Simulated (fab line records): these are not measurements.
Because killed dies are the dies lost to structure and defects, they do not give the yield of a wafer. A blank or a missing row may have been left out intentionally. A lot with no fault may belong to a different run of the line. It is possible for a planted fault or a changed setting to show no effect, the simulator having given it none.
Tool commonality check + flow nandHarc + Sample size 14 lots and 42 wafers

## REASON FOR OPENING
At NHARC_A_ONON_D1_THK_MEAS_30 the reading thkNm is flagged on 2 of 14 lots. Wafers without a fault read 996 nm, standard deviation 8.4.
Rule: a lot gets a flag if all its wafers with a number sit over 4 standard deviations from that mean, or if no wafer of it has a number. All remaining lots are regarded as sound.

| lot  | measured     | on           | thkNm (nm), wafer by wafer | flag    |
|------|--------------|--------------|----------------------------|---------|
| L819 | day 10 00:05 | filmMetro-01 | 1005 1005 1003             |         |
| L820 | day 10 18:19 | filmMetro-01 | 998 997 998                |         |
| L821 | day 10 18:37 | filmMetro-02 | 977 977 975                |         |
| L823 | day 11 22:06 | filmMetro-01 | 1008 1007 1008             |         |
| L824 | day 12 05:37 | filmMetro-01 | 1010 1010 1010             |         |
| L825 | day 12 20:17 | filmMetro-02 | 991 992 993                |         |
| L827 | day 13 10:38 | filmMetro-01 | 1001 1003 1002             |         |
| L831 | day 15 02:56 | filmMetro-02 | 1006 1006 1006             |         |
| L832 | day 15 11:51 | filmMetro-01 | 1050 1051 1051             | FLAGGED |
| L834 | day 16 07:48 | filmMetro-01 | 1066 1066 1067             | FLAGGED |
| L836 | day 16 21:37 | filmMetro-01 | 1003 1002 1004             |         |
| L835 | day 17 01:29 | filmMetro-01 | 993 993 995                |         |
| L837 | day 17 12:44 | filmMetro-02 | 989 989 989                |         |
| L838 | day 18 04:40 | filmMetro-01 | 991 991 992                |         |
The numbers of the flagged lots are 1058 nm on average: +62 nm against the usual, or +7 standard deviations.

## WHICH TOOL RAN EACH LOT
Before the reading, the record contains 2 process steps out of a 1302-step route. Each cell gives the tool, then ch followed by the chambers the sampled wafers passed through, then the start.
| lot  | flag    | NHARC_P_BONDPAD_ETCH_24                      | NHARC_A_ONON_D1_DEP_28          |
|------|---------|----------------------------------------------|---------------------------------|
| L819 |         | rieDiel-12 ch 1,2, day 9 23:38 or earlier    | pecvdOnon-04 ch 0, day 9 23:38  |
| L820 |         | rieDiel-05 ch 2,3, day 8 23:44               | pecvdOnon-04 ch 0, day 10 17:52 |
| L821 |         | rieDiel-05 ch 0,2,3, day 9 04:15             | pecvdOnon-02 ch 0, day 10 18:14 |
| L823 |         | rieDiel-05 ch 0,3, day 11 21:39 or earlier   | pecvdOnon-03 ch 0, day 11 21:39 |
| L824 |         | rieDiel-12 ch 0,2,3, day 12 05:06 or earlier | pecvdOnon-03 ch 0, day 12 05:06 |
| L825 |         | rieDiel-12 ch 0,2,3, day 12 19:56 or earlier | pecvdOnon-03 ch 0, day 12 19:56 |
| L827 |         | rieDiel-05 ch 0,3, day 13 10:11 or earlier   | pecvdOnon-02 ch 0, day 13 10:11 |
| L831 |         | rieDiel-12 ch 2,3, day 15 02:26 or earlier   | pecvdOnon-03 ch 0, day 15 02:26 |
| L832 | FLAGGED | rieDiel-08 ch 0,2, day 15 11:24 or earlier   | pecvdOnon-03 ch 0, day 15 11:24 |
| L834 | FLAGGED | rieDiel-05 ch 1,2,3, day 16 07:21 or earlier | pecvdOnon-03 ch 0, day 16 07:21 |
| L836 |         | rieDiel-08 ch 0,2, day 16 21:07 or earlier   | pecvdOnon-04 ch 0, day 16 21:07 |
| L835 |         | rieDiel-12 ch 0,1,2, day 17 00:58 or earlier | pecvdOnon-02 ch 0, day 17 00:58 |
| L837 |         | rieDiel-05 ch 1,2,3, day 17 12:13 or earlier | pecvdOnon-04 ch 0, day 17 12:13 |
| L838 |         | rieDiel-05 ch 0,3, day 18 04:13 or earlier   | pecvdOnon-02 ch 0, day 18 04:13 |
What these steps do:
- NHARC_P_BONDPAD_ETCH_24: etches the open film in CF4/N2, target depth 30 nm, time 72.99 s.
- NHARC_A_ONON_D1_DEP_28: target thk 1000 nm.
- NHARC_A_ONON_D1_THK_MEAS_30: measures by ellipsometry.

## FLAGGED AGAINST TOTAL, ONE TOOL AT A TIME (gauges that did the reading follow at the end)
| step                        | tool         | lots run | flagged | share of the flagged lots | sound lots run after its first flagged lot |
|-----------------------------|--------------|----------|---------|---------------------------|--------------------------------------------|
| NHARC_P_BONDPAD_ETCH_24     | rieDiel-05   | 7        | 1       | some                      | 2 (L837,L838)                              |
| NHARC_P_BONDPAD_ETCH_24     | rieDiel-08   | 2        | 1       | some                      | 1 (L836)                                   |
| NHARC_P_BONDPAD_ETCH_24     | rieDiel-12   | 5        | 0       | none                      | -                                          |
| NHARC_A_ONON_D1_DEP_28      | pecvdOnon-02 | 4        | 0       | none                      | -                                          |
| NHARC_A_ONON_D1_DEP_28      | pecvdOnon-03 | 6        | 2       | all                       | 0                                          |
| NHARC_A_ONON_D1_DEP_28      | pecvdOnon-04 | 4        | 0       | none                      | -                                          |
| NHARC_A_ONON_D1_THK_MEAS_30 | filmMetro-01 | 10       | 2       | all                       | 3 (L836,L835,L838)                         |
| NHARC_A_ONON_D1_THK_MEAS_30 | filmMetro-02 | 4        | 0       | none                      | -                                          |
NHARC_P_BONDPAD_ETCH_24 gives no start for some lots, so the hours and the order of its lots are those of NHARC_A_ONON_D1_DEP_28.

## WHAT IS ALLOWED BY THE TABLE
Rows of the table that ran all the flagged lots, 2 in number: pecvdOnon-03 at NHARC_A_ONON_D1_DEP_28; filmMetro-01 at NHARC_A_ONON_D1_THK_MEAS_30.
- pecvdOnon-03 at NHARC_A_ONON_D1_DEP_28: 2 of its 6 lots flagged. Its last sound lot is L831 (day 15 02:26), its first flagged lot L832 (day 15 11:24): a fault that began between those two fits.
- filmMetro-01 at NHARC_A_ONON_D1_THK_MEAS_30: 2 of its 10 lots flagged. Lots that were sound ran on it after the first flagged one (L836, L835, L838); a persistent fault on the entire tool would not allow that.
What remains is a single tool, pecvdOnon-03 at NHARC_A_ONON_D1_DEP_28.

## WHAT THE SIMULATOR HAD INSERTED
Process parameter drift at NHARC_A_ONON_D1_DEP_28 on pecvdOnon-03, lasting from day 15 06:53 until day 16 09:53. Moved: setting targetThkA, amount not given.
Struck lots among those shown: L832, L834. The rule given above showed the same thing.
